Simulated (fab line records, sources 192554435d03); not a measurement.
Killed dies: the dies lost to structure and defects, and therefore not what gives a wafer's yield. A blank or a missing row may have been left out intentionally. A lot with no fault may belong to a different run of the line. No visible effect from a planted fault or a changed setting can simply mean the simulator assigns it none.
Split-lot experiment | flow n5-finfet | 21 wafers read across 7 lots, on a route 1938 steps long

THE SPLIT
At N5_DUMMY_GATE_ETCH_31 (etches SiO2 in C4F6/O2, target depth 82.5 nm, time 27.5 s), the setting target-depth-a was moved away from the recipe's 825 angstrom on 6 of the 21 wafers read, by -10.7% to +9.5%. This setting was run at the recipe's value on the other wafers.

The reading comes from the split's own step.

THE READING
SOC_of_DUMMY_GATE_COAT_34.thk-nm (the simulator's own value, which no gauge read), in nm, at N5_DUMMY_GATE_ETCH_31 (etches SiO2 in C4F6/O2, target depth 82.5 nm, time 27.5 s). The file does not state a usual value for it. The 15 wafers here that ran the recipe average 51.8 nm, standard deviation 0.25 nm.

wafer  | tool, chamber at the split | target-depth-a as run, angstrom | against the recipe | SOC_of_DUMMY_GATE_COAT_34.thk-nm, nm | against lot-mates on the recipe
L074.1 | rie-diel-04, 2             | 825                             | recipe             | 51.6                                 | -
L074.2 | rie-diel-04, 1             | 825                             | recipe             | 51.8                                 | -
L074.5 | rie-diel-04, 1             | 825                             | recipe             | 51.8                                 | -
L075.1 | rie-diel-04, 1             | 903.7                           | +9.5%              | 51.2                                 | -1.2
L075.2 | rie-diel-04, 0             | 903.7                           | +9.5%              | 51.6                                 | -0.8
L075.6 | rie-diel-04, 0             | 825                             | recipe             | 52.4                                 | -
L079.4 | rie-diel-05, 2             | 825                             | recipe             | 52                                   | -
L079.5 | rie-diel-05, 0             | 825                             | recipe             | 51.6                                 | -
L079.6 | rie-diel-05, 3             | 825                             | recipe             | 52                                   | -
L080.1 | rie-diel-01, 3             | 825                             | recipe             | 51.8                                 | -
L080.4 | rie-diel-01, 0             | 825                             | recipe             | 51.8                                 | -
L080.5 | rie-diel-01, 2             | 892.5                           | +8.2%              | 50.6                                 | -1.2
L085.1 | rie-diel-01, 2             | 736.8                           | -10.7%             | 52.2                                 | +0.6
L085.3 | rie-diel-01, 1             | 825                             | recipe             | 51.6                                 | -
L085.6 | rie-diel-01, 1             | 736.8                           | -10.7%             | 52.6                                 | +1.0
L087.1 | rie-diel-05, 2             | 736.7                           | -10.7%             | 52.8                                 | +0.7
L087.3 | rie-diel-05, 3             | 825                             | recipe             | 52                                   | -
L087.5 | rie-diel-05, 3             | 825                             | recipe             | 52.2                                 | -
L096.1 | rie-diel-05, 2             | 825                             | recipe             | 51.6                                 | -
L096.3 | rie-diel-05, 0             | 825                             | recipe             | 51.4                                 | -
L096.4 | rie-diel-05, 1             | 825                             | recipe             | 51.8                                 | -

FIT RESULTS
A straight line over all 21 wafers: SOC_of_DUMMY_GATE_COAT_34.thk-nm changes by -0.0691 nm for each +1% of target-depth-a; r = -0.78; the points scatter about the line by 0.3 nm.
The same after taking each lot's own level away (the mean of its wafers on the recipe; 21 wafers): -0.0909 nm for each +1%; r = -0.94; scatter 0.19 nm.
The reading moves by 0.97 nm for the largest change in target-depth-a, on that fit.
Across the lots, their own levels run from 51.60 to 52.40 nm, a range of 3.2 times the standard deviation given above.
So the lot-to-lot level blurs the effect unless lot-mates are compared.
Check: for one of the wafers moved furthest among these (-10.7%), held out of the fit, the line's prediction against its lot-mates is +0.972 nm. Against them it came out at +0.7 nm.

THE WHOLE CHAIN: every reading that the file lists as answering this split, in the file's order
step                  | what it does                                              | reading                                                                           | change (the file's fit)                | r (the file's)
N5_DUMMY_GATE_ETCH_31 | etches SiO2 in C4F6/O2, target depth 82.5 nm, time 27.5 s | etch.depth-nm (the simulator's own value, which no gauge read)                    | +0.88 nm for each +1% of the setting   | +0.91
N5_DUMMY_GATE_ETCH_31 | etches SiO2 in C4F6/O2, target depth 82.5 nm, time 27.5 s | SOC_of_DUMMY_GATE_COAT_34.thk-nm (the simulator's own value, which no gauge read) | -0.0915 nm for each +1% of the setting | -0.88

FILE'S OWN FIT
SOC_of_DUMMY_GATE_COAT_34.thk-nm changes by -0.0915 nm for each +1% of target-depth-a, r = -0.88.
